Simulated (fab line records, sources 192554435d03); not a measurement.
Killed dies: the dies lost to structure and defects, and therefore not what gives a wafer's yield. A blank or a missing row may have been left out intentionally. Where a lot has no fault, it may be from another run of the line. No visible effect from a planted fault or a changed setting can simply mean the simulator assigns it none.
Chamber matching + flow n5-finfet + ald-sin-03 running N5_FIN_SAQP_SPACER2_ALD_28: 4 sister chambers
The step deposits SiO2, target thk 8.1 nm, pulse time 1 s, purge time 2 s. 18 wafers are shown with their chamber, then 9 later ones without.

EACH WAFER AND ITS CHAMBER
| wafer  | chamber | heater-power-w (W) | precursor-pulse-height-rel |
|--------|---------|--------------------|----------------------------|
| L075.2 | 3       | 487                | 0.996                      |
| L075.4 | 1       | 503                | 1.010                      |
| L075.6 | 0       | 476                | 1.008                      |
| L076.1 | 0       | 480                | 1.013                      |
| L076.3 | 2       | 416                | 1.015                      |
| L076.6 | 2       | 415                | 0.983                      |
| L078.3 | 0       | 470                | 1.017                      |
| L078.4 | 3       | 484                | 1.009                      |
| L078.5 | 2       | 418                | 0.993                      |
| L081.2 | 2       | 409                | 1.009                      |
| L081.3 | 0       | 472                | 0.988                      |
| L081.5 | 2       | 412                | 0.962                      |
| L082.1 | 0       | 479                | 1.035                      |
| L082.2 | 2       | 416                | 0.967                      |
| L082.4 | 1       | 494                | 0.996                      |
| L087.1 | 1       | 459                | 0.983                      |
| L087.3 | 2       | 406                | 0.999                      |
| L087.6 | 0       | 462                | 1.014                      |

SIGNATURES, as means of the wafers listed above
| reading                    | chamber 0 | chamber 1 | chamber 2 | chamber 3 | scatter within a chamber |
|----------------------------|-----------|-----------|-----------|-----------|--------------------------|
| heater-power-w             | 473.17    | 485.33    | 413.14    | 485.50    | 10.1                     |
| precursor-pulse-height-rel | 1.01250   | 0.99633   | 0.98971   | 1.00250   | 0.017                    |
Rule: for each reading, subtract the chamber's mean from the wafer's reading, divide by that reading's scatter and square the result; add these up over the readings and take the root, which gives the wafer's distance from the chamber. The wafer belongs to the nearest chamber; if the next one is less than 2 further off, it can't be placed. How the scatter is found: for the shown wafers, subtract from each reading the mean of its chamber, square and add these, divide the total by (wafers less chambers), then take the root.

WAFERS MISSING THEIR CHAMBER
| wafer  | heater-power-w (W) | precursor-pulse-height-rel |
|--------|--------------------|----------------------------|
| L088.2 | 461                | 1.009                      |
| L088.3 | 456                | 1.020                      |
| L088.5 | 399                | 0.988                      |
| L095.2 | 471                | 1.001                      |
| L095.3 | 454                | 0.988                      |
| L095.4 | 465                | 0.985                      |
| L097.2 | 470                | 0.970                      |
| L097.4 | 468                | 0.986                      |
| L097.5 | 486                | 1.009                      |

THE CHAMBER EACH PASSED THROUGH
| wafer  | from the rows above               | in truth |
|--------|-----------------------------------|----------|
| L088.2 | can't be placed: 0 or 3 or 1      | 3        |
| L088.3 | can't be placed: 0 or 3 or 1      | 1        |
| L088.5 | 2                                 | 2        |
| L095.2 | can't be placed: 0 or 3 or 1      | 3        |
| L095.3 | can't be placed: 0 or 1 or 3 or 2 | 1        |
| L095.4 | can't be placed: 0 or 1 or 3      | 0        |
| L097.2 | can't be placed: 1 or 3 or 0      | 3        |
| L097.4 | can't be placed: 0 or 1 or 3      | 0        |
| L097.5 | can't be placed: 3 or 1 or 0      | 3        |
Placed correctly: 1 of 9. These rows do not allow placing 8 (true chamber among the candidates in 8). 0 placed wrongly.
